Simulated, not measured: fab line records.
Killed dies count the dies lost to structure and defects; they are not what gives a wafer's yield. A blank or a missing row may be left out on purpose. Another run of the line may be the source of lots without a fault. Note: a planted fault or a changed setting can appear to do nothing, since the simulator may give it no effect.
Which tool did it? + flow n5Finfet + 22 lots with 66 wafers sampled at 6 steps, on a route of 1938 steps

WHAT EACH GAUGE READ, for each wafer
N5_DUMMY_GATE_OVL_MEAS_16.
| lot  | measured    | on         | GATE_OVL (nm)  |
|------|-------------|------------|----------------|
| L074 | day 2 22:08 | overlay-01 | -0.6 -0.5 -0.6 |
| L075 | day 3 03:12 | overlay-02 | -0.3 -0.7 -1.6 |
| L076 | day 3 09:30 | overlay-02 | -0.8 -1.3 -0.4 |
| L077 | day 3 17:02 | overlay-01 | -1.0 0.5 -0.3  |
| L078 | day 3 22:42 | overlay-02 | 1.5 0.2 2.9    |
| L079 | day 4 04:11 | overlay-02 | -1.7 -1.4 -0.9 |
| L080 | day 4 10:34 | overlay-02 | -0.4 0.0 -0.3  |
| L081 | day 4 16:37 | overlay-01 | -0.5 0.6 1.2   |
| L082 | day 4 23:09 | overlay-02 | 0.6 -0.5 0.8   |
| L083 | day 5 09:55 | overlay-01 | -0.4 1.1 -1.1  |
| L084 | day 5 12:01 | overlay-01 | -0.6 0.2 -0.7  |
| L086 | day 6 00:49 | overlay-01 | -0.6 -1.1 -0.4 |
| L087 | day 6 06:01 | overlay-02 | 0.2 -0.4 0.1   |
| L088 | day 6 10:39 | overlay-01 | 0.0 0.5 -1.2   |
| L089 | day 6 15:52 | overlay-02 | -1.2 -0.6 -2.3 |
| L090 | day 6 22:14 | overlay-02 | 0.2 -0.6 -1.1  |
| L091 | day 7 04:43 | overlay-01 | 0.4 -0.7 0.1   |
| L092 | day 7 10:07 | overlay-02 | 1.1 0.1 0.3    |
| L093 | day 7 14:47 | overlay-02 | -0.6 -0.5 -0.3 |
| L094 | day 7 22:02 | overlay-01 | 0.2 0.2 -0.8   |
| L095 | day 8 02:53 | overlay-01 | 0.7 -1.5 -0.6  |
| L096 | day 8 11:13 | overlay-01 | 0.0 0.7 -0.1   |

N5_SD_EPI_P_CD_MEAS_09 targets a cd of 240 nm.
| lot  | measured    | on       | cdNm (nm)         |
|------|-------------|----------|-------------------|
| L074 | day 3 05:49 | cdSem-01 | 240.1 240.3 240.0 |
| L075 | day 3 16:13 | cdSem-01 | 240.2 239.3 239.5 |
| L076 | day 3 17:13 | cdSem-03 | 240.8 240.5 240.1 |
| L077 | day 4 00:06 | cdSem-03 | 240.7 240.0 240.7 |
| L078 | day 4 06:24 | cdSem-03 | 240.7 241.3 240.1 |
| L079 | day 4 12:02 | cdSem-02 | 240.0 239.3 239.8 |
| L080 | day 4 17:51 | cdSem-01 | 241.2 239.8 240.2 |
| L081 | day 5 00:04 | cdSem-03 | 240.2 239.6 239.7 |
| L082 | day 5 07:28 | cdSem-03 | 239.2 239.7 240.0 |
| L083 | day 5 16:56 | cdSem-01 | 240.0 239.9 240.5 |
| L084 | day 5 19:23 | cdSem-01 | 240.5 239.9 240.5 |
| L086 | day 6 07:44 | cdSem-01 | 238.8 239.5 239.9 |
| L087 | day 6 13:35 | cdSem-02 | 239.7 239.4 239.3 |
| L088 | day 6 18:22 | cdSem-03 | 240.2 240.3 239.7 |
| L089 | day 7 00:23 | cdSem-02 | 240.1 238.8 239.3 |
| L090 | day 7 04:44 | cdSem-02 | 240.2 238.8 239.3 |
| L091 | day 7 11:38 | cdSem-03 | 238.9 238.7 238.5 |
| L092 | day 7 17:32 | cdSem-01 | 239.0 239.8 240.3 |
| L093 | day 7 22:19 | cdSem-03 | 239.7 239.5 239.9 |
| L094 | day 8 05:28 | cdSem-03 | 238.5 238.6 237.8 |
| L095 | day 8 12:20 | cdSem-03 | 241.6 240.1 240.8 |
| L096 | day 8 19:11 | cdSem-03 | 240.0 239.8 239.8 |

WHICH TOOL RAN EACH LOT (tool, then ch and the chambers of the sampled wafers, then the start)
| lot  | N5_DUMMY_GATE_ETCH_29            | N5_DUMMY_GATE_ETCH_37            | N5_DUMMY_GATE_ETCH_23          | N5_SD_EPI_N_ETCH_34              |
|------|----------------------------------|----------------------------------|--------------------------------|----------------------------------|
| L074 | rieDiel-06 ch 0,2,3, day 2 22:17 | rieDiel-06 ch 0,2,3, day 2 22:22 | rieSi-04 ch 0,1,3, day 2 23:10 | rieDiel-02 ch 0,1,3, day 3 00:46 |
| L075 | rieDiel-01 ch 2,3, day 3 03:25   | rieDiel-01 ch 2,3, day 3 03:29   | rieSi-02 ch 0,1, day 3 04:08   | rieDiel-05 ch 0,3, day 3 06:15   |
| L076 | rieDiel-06 ch 2,3, day 3 09:44   | rieDiel-06 ch 2,3, day 3 09:49   | rieSi-06 ch 0,1,3, day 3 10:32 | rieDiel-05 ch 0,2,3, day 3 11:59 |
| L077 | rieDiel-01 ch 0,2,3, day 3 17:11 | rieDiel-01 ch 0,2,3, day 3 17:16 | rieSi-02 ch 0,1,3, day 3 18:11 | rieDiel-05 ch 0,1,3, day 3 19:47 |
| L078 | rieDiel-03 ch 0,1,3, day 3 23:07 | rieDiel-03 ch 0,1,3, day 3 23:11 | rieSi-06 ch 0,1,2, day 3 23:45 | rieDiel-02 ch 0,1,3, day 4 01:20 |
| L079 | rieDiel-03 ch 0,2,3, day 4 04:21 | rieDiel-03 ch 0,2,3, day 4 04:26 | rieSi-04 ch 0,1,2, day 4 05:04 | rieDiel-02 ch 1,2,3, day 4 06:56 |
| L080 | rieDiel-01 ch 0,1, day 4 10:43   | rieDiel-01 ch 0,1, day 4 10:47   | rieSi-06 ch 2,3, day 4 11:21   | rieDiel-05 ch 0,2,3, day 4 12:55 |
| L081 | rieDiel-03 ch 0,1,3, day 4 16:46 | rieDiel-03 ch 0,1,3, day 4 16:51 | rieSi-04 ch 0,3, day 4 17:28   | rieDiel-02 ch 0,1,2, day 4 18:57 |
| L082 | rieDiel-06 ch 0,1,2, day 4 23:34 | rieDiel-06 ch 0,1,2, day 4 23:39 | rieSi-06 ch 1,2, day 5 00:14   | rieDiel-02 ch 0,1, day 5 02:32   |
| L083 | rieDiel-01 ch 0,1,2, day 5 10:04 | rieDiel-01 ch 0,1,2, day 5 10:09 | rieSi-04 ch 1,2, day 5 10:43   | rieDiel-05 ch 0,1,3, day 5 12:26 |
| L084 | rieDiel-01 ch 0,1, day 5 12:10   | rieDiel-01 ch 0,1, day 5 12:14   | rieSi-02 ch 1,2,3, day 5 12:48 | rieDiel-04 ch 0,1,3, day 5 14:28 |
| L086 | rieDiel-06 ch 0,3, day 6 00:58   | rieDiel-06 ch 0,3, day 6 01:02   | rieSi-06 ch 1,2, day 6 01:43   | rieDiel-02 ch 1,2, day 6 03:18   |
| L087 | rieDiel-01 ch 0,2,3, day 6 06:34 | rieDiel-01 ch 0,2,3, day 6 06:38 | rieSi-06 ch 2,3, day 6 07:20   | rieDiel-05 ch 2, day 6 08:53     |
| L088 | rieDiel-03 ch 1,3, day 6 10:48   | rieDiel-03 ch 1,3, day 6 10:53   | rieSi-04 ch 0,1,2, day 6 11:27 | rieDiel-04 ch 0,1,2, day 6 13:43 |
| L089 | rieDiel-01 ch 1,2,3, day 6 16:13 | rieDiel-01 ch 1,2,3, day 6 16:18 | rieSi-04 ch 0,1,2, day 6 17:05 | rieDiel-04 ch 0,1,2, day 6 18:55 |
| L090 | rieDiel-06 ch 1,2, day 6 22:23   | rieDiel-06 ch 1,2, day 6 22:28   | rieSi-02 ch 2,3, day 6 23:01   | rieDiel-04 ch 0,3, day 7 00:32   |
| L091 | rieDiel-06 ch 0,1,2, day 7 04:53 | rieDiel-06 ch 0,1,2, day 7 04:58 | rieSi-02 ch 0,1,2, day 7 05:45 | rieDiel-04 ch 0,2,3, day 7 07:17 |
| L092 | rieDiel-06 ch 0,1,3, day 7 10:16 | rieDiel-06 ch 0,1,3, day 7 10:21 | rieSi-04 ch 0,2,3, day 7 10:55 | rieDiel-05 ch 1,2,3, day 7 12:46 |
| L093 | rieDiel-03 ch 0,2, day 7 14:56   | rieDiel-03 ch 0,2, day 7 15:01   | rieSi-02 ch 0,2,3, day 7 15:35 | rieDiel-05 ch 0,3, day 7 17:44   |
| L094 | rieDiel-06 ch 0,3, day 7 22:11   | rieDiel-06 ch 0,3, day 7 22:16   | rieSi-02 ch 1,2, day 7 22:56   | rieDiel-05 ch 0,3, day 8 00:24   |
| L095 | rieDiel-01 ch 2,3, day 8 03:08   | rieDiel-01 ch 2,3, day 8 03:13   | rieSi-02 ch 1,2,3, day 8 03:47 | rieDiel-02 ch 0,3, day 8 05:53   |
| L096 | rieDiel-03 ch 0,2,3, day 8 11:23 | rieDiel-03 ch 0,2,3, day 8 11:28 | rieSi-04 ch 0,3, day 8 12:06   | rieDiel-05 ch 1,2,3, day 8 13:50 |
- N5_DUMMY_GATE_ETCH_29: etches underlayer in N2/H2, target depth 13 nm.
- N5_DUMMY_GATE_ETCH_37: etches SOC in N2/H2, target depth 60 nm, overetch 30 nm.
- N5_DUMMY_GATE_ETCH_23: etches poly-Si in HBr/Cl2/O2, target depth 41 nm, time 22.3 s.
- N5_SD_EPI_N_ETCH_34: etches SiARC in CF4, target depth 45.5 nm, time 75.8 s.

WHAT THE TOOLS THEMSELVES READ (means of the sampled wafers that have a number; where no wafer has one, the mark that the record gives instead)
N5_DUMMY_GATE_ETCH_29.
| lot  | tool       | drypumpMotorCurrentA (A) | h2FlowSccm (sccm) | oesProductAu (a.u.) | rfVppV (V) | showerheadPlenumPTorr (Torr) | throttleValvePct (%) |
|------|------------|--------------------------|-------------------|---------------------|------------|------------------------------|----------------------|
| L074 | rieDiel-06 | 5.9                      | 199.9             | 0.79                | 523.6      | 2.56                         | 17.74                |
| L075 | rieDiel-01 | 5.9                      | 200.0             | 0.76                | 524.5      | 2.61                         | 18.06                |
| L076 | rieDiel-06 | 5.6                      | 200.4             | 0.80                | 523.1      | 2.53                         | 17.70                |
| L077 | rieDiel-01 | 5.7                      | 199.5             | 0.75                | 525.1      | 2.57                         | 18.09                |
| L078 | rieDiel-03 | 5.8                      | 200.0             | 0.85                | 523.6      | 2.53                         | 17.72                |
| L079 | rieDiel-03 | 6.0                      | 200.0             | 0.89                | 522.9      | 2.52                         | 17.75                |
| L080 | rieDiel-01 | 5.6                      | 199.9             | 0.72                | 520.0      | 2.45                         | 18.20                |
| L081 | rieDiel-03 | 5.8                      | 200.6             | 0.83                | 523.5      | 2.53                         | 17.73                |
| L082 | rieDiel-06 | 6.1                      | 200.2             | 0.77                | 524.7      | 2.58                         | 17.94                |
| L083 | rieDiel-01 | 5.6                      | 199.9             | 0.76                | 522.5      | 2.50                         | 18.17                |
| L084 | rieDiel-01 | 5.5                      | 199.5             | 0.71                | 521.6      | 2.44                         | 18.22                |
| L086 | rieDiel-06 | 6.0                      | 199.1             | 0.73                | 522.5      | 2.49                         | 17.80                |
| L087 | rieDiel-01 | 5.7                      | 200.1             | 0.83                | 524.1      | 2.56                         | 17.99                |
| L088 | rieDiel-03 | 5.5                      | 198.8             | 0.75                | 524.5      | 2.57                         | 17.70                |
| L089 | rieDiel-01 | 5.8                      | 200.1             | 0.83                | 524.2      | 2.53                         | 18.01                |
| L090 | rieDiel-06 | 6.0                      | 199.8             | 0.95                | 523.7      | 2.52                         | 17.80                |
| L091 | rieDiel-06 | 6.1                      | 199.8             | 0.86                | 524.8      | 2.57                         | 17.82                |
| L092 | rieDiel-06 | 6.2                      | 199.5             | 0.82                | 523.1      | 2.52                         | 17.84                |
| L093 | rieDiel-03 | 6.0                      | 200.1             | 0.88                | 523.2      | 2.52                         | 17.89                |
| L094 | rieDiel-06 | 6.3                      | 200.0             | 0.75                | 524.6      | 2.57                         | 17.87                |
| L095 | rieDiel-01 | 5.8                      | 200.0             | 0.85                | 525.5      | 2.59                         | 17.97                |
| L096 | rieDiel-03 | 6.0                      | 199.8             | 0.85                | 522.3      | 2.51                         | 17.81                |

N5_DUMMY_GATE_ETCH_37.
| lot  | tool       | drypumpMotorCurrentA (A) | h2FlowSccm (sccm) | oesProductAu (a.u.) | rfVppV (V) | showerheadPlenumPTorr (Torr) | throttleValvePct (%) |
|------|------------|--------------------------|-------------------|---------------------|------------|------------------------------|----------------------|
| L074 | rieDiel-06 | 5.9                      | 200.3             | 0.63                | 524.1      | 2.56                         | 17.67                |
| L075 | rieDiel-01 | 6.0                      | 199.8             | 0.61                | 525.8      | 2.61                         | 17.99                |
| L076 | rieDiel-06 | 5.6                      | 200.4             | 0.63                | 523.1      | 2.53                         | 17.61                |
| L077 | rieDiel-01 | 5.7                      | 200.5             | 0.60                | 525.1      | 2.57                         | 18.03                |
| L078 | rieDiel-03 | 5.8                      | 200.3             | 0.67                | 523.7      | 2.53                         | 17.66                |
| L079 | rieDiel-03 | 6.0                      | 200.1             | 0.71                | 523.7      | 2.52                         | 17.68                |
| L080 | rieDiel-01 | 5.6                      | 200.6             | 0.57                | 520.7      | 2.45                         | 18.13                |
| L081 | rieDiel-03 | 5.8                      | 200.4             | 0.66                | 523.6      | 2.53                         | 17.66                |
| L082 | rieDiel-06 | 6.1                      | 200.2             | 0.61                | 525.6      | 2.58                         | 17.87                |
| L083 | rieDiel-01 | 5.6                      | 200.2             | 0.61                | 522.7      | 2.50                         | 18.09                |
| L084 | rieDiel-01 | 5.5                      | 199.8             | 0.56                | 521.5      | 2.45                         | 18.16                |
| L086 | rieDiel-06 | 6.0                      | 199.9             | 0.58                | 523.5      | 2.49                         | 17.73                |
| L087 | rieDiel-01 | 5.7                      | 200.9             | 0.65                | 524.9      | 2.56                         | 17.92                |
| L088 | rieDiel-03 | 5.5                      | 199.2             | 0.60                | 524.6      | 2.57                         | 17.63                |
| L089 | rieDiel-01 | 5.8                      | 199.4             | 0.66                | 523.7      | 2.53                         | 17.93                |
| L090 | rieDiel-06 | 6.0                      | 200.1             | 0.75                | 523.8      | 2.52                         | 17.73                |
| L091 | rieDiel-06 | 6.1                      | 200.1             | 0.69                | 524.9      | 2.57                         | 17.74                |
| L092 | rieDiel-06 | 6.2                      | 199.1             | 0.65                | 523.4      | 2.52                         | 17.76                |
| L093 | rieDiel-03 | 6.0                      | 199.9             | 0.69                | 524.4      | 2.52                         | 17.83                |
| L094 | rieDiel-06 | 6.3                      | 200.3             | 0.59                | 525.0      | 2.57                         | 17.79                |
| L095 | rieDiel-01 | 5.8                      | 200.4             | 0.67                | 525.3      | 2.59                         | 17.90                |
| L096 | rieDiel-03 | 6.0                      | 200.1             | 0.67                | 523.1      | 2.51                         | 17.74                |

N5_DUMMY_GATE_ETCH_23.
| lot  | tool     | drypumpMotorCurrentA (A) | oesProductAu (a.u.) | throttleValvePct (%) |
|------|----------|--------------------------|---------------------|----------------------|
| L074 | rieSi-04 | 5.6                      | 0.997               | 36.97                |
| L075 | rieSi-02 | 5.7                      | 1.009               | 37.12                |
| L076 | rieSi-06 | 5.9                      | 0.988               | 37.21                |
| L077 | rieSi-02 | 5.4                      | 1.006               | 37.10                |
| L078 | rieSi-06 | 6.0                      | 0.982               | 37.05                |
| L079 | rieSi-04 | 5.5                      | 1.019               | 36.97                |
| L080 | rieSi-06 | 6.0                      | 1.005               | 36.98                |
| L081 | rieSi-04 | 5.3                      | 0.992               | 37.10                |
| L082 | rieSi-06 | 6.1                      | 0.979               | 36.95                |
| L083 | rieSi-04 | 5.4                      | 1.015               | 37.06                |
| L084 | rieSi-02 | 5.4                      | 1.014               | 36.92                |
| L086 | rieSi-06 | 6.2                      | 0.979               | 36.95                |
| L087 | rieSi-06 | 6.1                      | 0.992               | 36.82                |
| L088 | rieSi-04 | 5.5                      | 1.020               | 36.97                |
| L089 | rieSi-04 | 5.5                      | 1.015               | 36.97                |
| L090 | rieSi-02 | 5.2                      | 1.005               | 37.04                |
| L091 | rieSi-02 | 5.7                      | 1.019               | 36.94                |
| L092 | rieSi-04 | 5.2                      | 1.005               | 37.07                |
| L093 | rieSi-02 | 5.5                      | 1.017               | 37.06                |
| L094 | rieSi-02 | 5.7                      | 1.019               | 36.77                |
| L095 | rieSi-02 | 5.4                      | 1.020               | 36.92                |
| L096 | rieSi-04 | 5.3                      | 0.998               | 37.08                |

N5_SD_EPI_N_ETCH_34.
| lot  | tool       | drypumpMotorCurrentA (A) | etchRfOnTimeS (s) | mfcArSccm (sccm) | oesProductAu (a.u.) | rfVppV (V) | showerheadPlenumPTorr (Torr) | throttleValvePct (%) |
|------|------------|--------------------------|-------------------|------------------|---------------------|------------|------------------------------|----------------------|
| L074 | rieDiel-02 | 5.7                      | 77.0              | 99.7             | 0.66                | 183.9      | 2.12                         | 15.58                |
| L075 | rieDiel-05 | 6.5                      | 77.1              | 100.0            | 0.62                | 184.8      | 2.22                         | 15.71                |
| L076 | rieDiel-05 | 6.2                      | 76.0              | 100.1            | 0.62                | 185.0      | 2.21                         | 15.81                |
| L077 | rieDiel-05 | 6.1                      | 77.7              | 99.9             | 0.60                | 184.3      | 2.15                         | 15.76                |
| L078 | rieDiel-02 | 5.7                      | 76.4              | 100.0            | 0.66                | 184.4      | 2.12                         | 15.60                |
| L079 | rieDiel-02 | 5.7                      | 76.3              | 100.2            | 0.68                | 183.8      | 2.18                         | 15.62                |
| L080 | rieDiel-05 | 6.2                      | 75.8              | 100.1            | 0.62                | 184.8      | 2.21                         | 15.83                |
| L081 | rieDiel-02 | 5.6                      | 75.5              | 99.9             | 0.67                | 184.8      | 2.18                         | 15.57                |
| L082 | rieDiel-02 | 5.7                      | 75.7              | 100.3            | 0.65                | 184.6      | 2.17                         | 15.57                |
| L083 | rieDiel-05 | 6.1                      | 77.7              | 100.1            | 0.59                | 184.1      | 2.15                         | 15.79                |
| L084 | rieDiel-04 | 5.6                      | 75.2              | 100.0            | 0.67                | 184.8      | 2.11                         | 15.75                |
| L086 | rieDiel-02 | 5.7                      | 74.5              | 99.9             | 0.67                | 185.2      | 2.24                         | 15.59                |
| L087 | rieDiel-05 | 5.8                      | 76.0              | 99.7             | 0.60                | 185.1      | 2.20                         | 15.97                |
| L088 | rieDiel-04 | 5.6                      | 76.2              | 100.1            | 0.66                | 183.8      | 2.08                         | 15.74                |
| L089 | rieDiel-04 | 5.6                      | 76.0              | 99.9             | 0.66                | 183.8      | 2.08                         | 15.75                |
| L090 | rieDiel-04 | 5.4                      | 75.9              | 99.7             | 0.60                | 183.0      | 2.14                         | 15.81                |
| L091 | rieDiel-04 | 5.5                      | 76.1              | 99.9             | 0.59                | 183.2      | 2.12                         | 15.81                |
| L092 | rieDiel-05 | 5.9                      | 76.0              | 99.9             | 0.59                | 183.3      | 2.15                         | 15.83                |
| L093 | rieDiel-05 | 6.5                      | 77.6              | 100.1            | 0.66                | 185.3      | 2.20                         | 15.65                |
| L094 | rieDiel-05 | 6.5                      | 75.4              | 100.1            | 0.67                | 185.5      | 2.20                         | 15.65                |
| L095 | rieDiel-02 | 5.6                      | 76.7              | 99.8             | 0.63                | 182.8      | 2.05                         | 15.67                |
| L096 | rieDiel-05 | 5.9                      | 76.1              | 99.9             | 0.68                | 184.9      | 2.23                         | 15.68                |

THE ANSWER, worked out from the rows above alone
Rule: usual is defined by the lots themselves. Put in order of their means at a reading, lots are off if they are a third of the lots or fewer, leave a main group of 4 or more, and stand apart from it by a gap of 3 or more times the standard deviation of the main group's means; of several such gaps the widest counts. The tables above print the reading to a certain number of digits; a main group whose means all agree to those digits is not used. A lot without any number at a reading at which 4 lots or more have one is off too. All remaining lots with rows at the step are treated as sound. After the gauges, taken in route order, come the tools' own readings; for these a lot's mean is taken, as printed above. The first step at which some lot is off is used, and at that step the reading that is off furthest; a lot without a number counts as furthest.
Across all readings shown, no lot is off: no conclusion can be drawn from this.

WHAT HAD BEEN PUT IN BY THE SIMULATOR
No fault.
